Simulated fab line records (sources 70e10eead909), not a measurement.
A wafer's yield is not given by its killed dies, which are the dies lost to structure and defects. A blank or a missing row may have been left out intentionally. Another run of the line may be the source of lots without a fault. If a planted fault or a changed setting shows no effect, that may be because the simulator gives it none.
Chamber matching :: flow nand-harc :: 3 sister chambers for NHARC_A_STAIRCASE_DEP_325 on pecvd-02
The step deposits SiO2, target thk 7200 nm. 27 wafers are shown with their chamber, then 12 later ones without.

== WAFERS PAIRED WITH THEIR CHAMBERS ==
wafer: L076.2
chamber: 2
heater-power-w (W): 683
heater-power-outer-w (W): 400

wafer: L076.5
chamber: 0
heater-power-w (W): 562
heater-power-outer-w (W): 335

wafer: L076.6
chamber: 2
heater-power-w (W): 569
heater-power-outer-w (W): 306

wafer: L077.1
chamber: 2
heater-power-w (W): 708
heater-power-outer-w (W): 402

wafer: L077.4
chamber: 1
heater-power-w (W): 645
heater-power-outer-w (W): 335

wafer: L077.5
chamber: 0
heater-power-w (W): 561
heater-power-outer-w (W): 333

wafer: L079.4
chamber: 0
heater-power-w (W): 561
heater-power-outer-w (W): 325

wafer: L079.5
chamber: 2
heater-power-w (W): 558
heater-power-outer-w (W): 306

wafer: L079.6
chamber: 1
heater-power-w (W): 655
heater-power-outer-w (W): 345

wafer: L080.3
chamber: 0
heater-power-w (W): 654
heater-power-outer-w (W): 406

wafer: L080.4
chamber: 2
heater-power-w (W): 570
heater-power-outer-w (W): 303

wafer: L080.6
chamber: 1
heater-power-w (W): 643
heater-power-outer-w (W): 343

wafer: L082.1
chamber: 0
heater-power-w (W): 596
heater-power-outer-w (W): 358

wafer: L082.2
chamber: 2
heater-power-w (W): 699
heater-power-outer-w (W): 401

wafer: L082.3
chamber: 1
heater-power-w (W): 751
heater-power-outer-w (W): 442

wafer: L083.1
chamber: 0
heater-power-w (W): 633
heater-power-outer-w (W): 370

wafer: L083.3
chamber: 2
heater-power-w (W): 627
heater-power-outer-w (W): 353

wafer: L083.6
chamber: 2
heater-power-w (W): 549
heater-power-outer-w (W): 305

wafer: L084.1
chamber: 0
heater-power-w (W): 621
heater-power-outer-w (W): 381

wafer: L084.2
chamber: 1
heater-power-w (W): 774
heater-power-outer-w (W): 449

wafer: L084.5
chamber: 1
heater-power-w (W): 643
heater-power-outer-w (W): 344

wafer: L087.3
chamber: 0
heater-power-w (W): 659
heater-power-outer-w (W): 430

wafer: L087.4
chamber: 0
heater-power-w (W): 556
heater-power-outer-w (W): 326

wafer: L087.6
chamber: 1
heater-power-w (W): 646
heater-power-outer-w (W): 341

wafer: L090.3
chamber: 0
heater-power-w (W): 620
heater-power-outer-w (W): 396

wafer: L090.4
chamber: 0
heater-power-w (W): 573
heater-power-outer-w (W): 331

wafer: L090.5
chamber: 1
heater-power-w (W): 638
heater-power-outer-w (W): 338

SIGNATURES (means of the wafers above)
reading: heater-power-w
chamber 0: 599.64
chamber 1: 674.38
chamber 2: 620.38
scatter within a chamber: 53.5

reading: heater-power-outer-w
chamber 0: 362.82
chamber 1: 367.12
chamber 2: 347.00
scatter within a chamber: 43.6
Rule: for a wafer and a chamber, the distance is found by dividing, reading by reading, the gap between the wafer's reading and the chamber's mean by the reading's scatter, squaring, summing and taking the root. The wafer belongs to the nearest chamber; if the next one is less than 2 further off, it can't be placed. The scatter is the square root of a quotient: the sum, over the shown wafers, of each reading's squared deviation from its chamber's mean, divided by wafers minus chambers.

== WAFERS WITHOUT THEIR CHAMBER ==
wafer: L092.1
heater-power-w (W): 621
heater-power-outer-w (W): 386

wafer: L092.2
heater-power-w (W): 690
heater-power-outer-w (W): 371

wafer: L092.3
heater-power-w (W): 693
heater-power-outer-w (W): 397

wafer: L093.1
heater-power-w (W): 603
heater-power-outer-w (W): 320

wafer: L093.4
heater-power-w (W): 579
heater-power-outer-w (W): 348

wafer: L093.5
heater-power-w (W): 581
heater-power-outer-w (W): 308

wafer: L095.2
heater-power-w (W): 693
heater-power-outer-w (W): 380

wafer: L095.4
heater-power-w (W): 595
heater-power-outer-w (W): 320

wafer: L095.6
heater-power-w (W): 580
heater-power-outer-w (W): 336

wafer: L097.1
heater-power-w (W): 631
heater-power-outer-w (W): 379

wafer: L097.2
heater-power-w (W): 775
heater-power-outer-w (W): 434

wafer: L097.6
heater-power-w (W): 586
heater-power-outer-w (W): 319

== WHICH CHAMBER EACH WENT THROUGH ==
wafer: L092.1
from the rows above: can't be placed: 0 or 2 or 1
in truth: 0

wafer: L092.2
from the rows above: can't be placed: 1 or 2 or 0
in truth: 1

wafer: L092.3
from the rows above: can't be placed: 1 or 2 or 0
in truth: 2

wafer: L093.1
from the rows above: can't be placed: 2 or 0 or 1
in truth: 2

wafer: L093.4
from the rows above: can't be placed: 0 or 2 or 1
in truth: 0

wafer: L093.5
from the rows above: can't be placed: 2 or 0 or 1
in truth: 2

wafer: L095.2
from the rows above: can't be placed: 1 or 2 or 0
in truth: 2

wafer: L095.4
from the rows above: can't be placed: 2 or 0 or 1
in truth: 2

wafer: L095.6
from the rows above: can't be placed: 0 or 2 or 1
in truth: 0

wafer: L097.1
from the rows above: can't be placed: 0 or 2 or 1
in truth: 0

wafer: L097.2
from the rows above: can't be placed: 1 or 2 or 0
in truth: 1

wafer: L097.6
from the rows above: can't be placed: 2 or 0 or 1
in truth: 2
0 of 12 placed correctly. These rows do not allow placing 12 (true chamber among the candidates in 12). 0 placed wrongly.
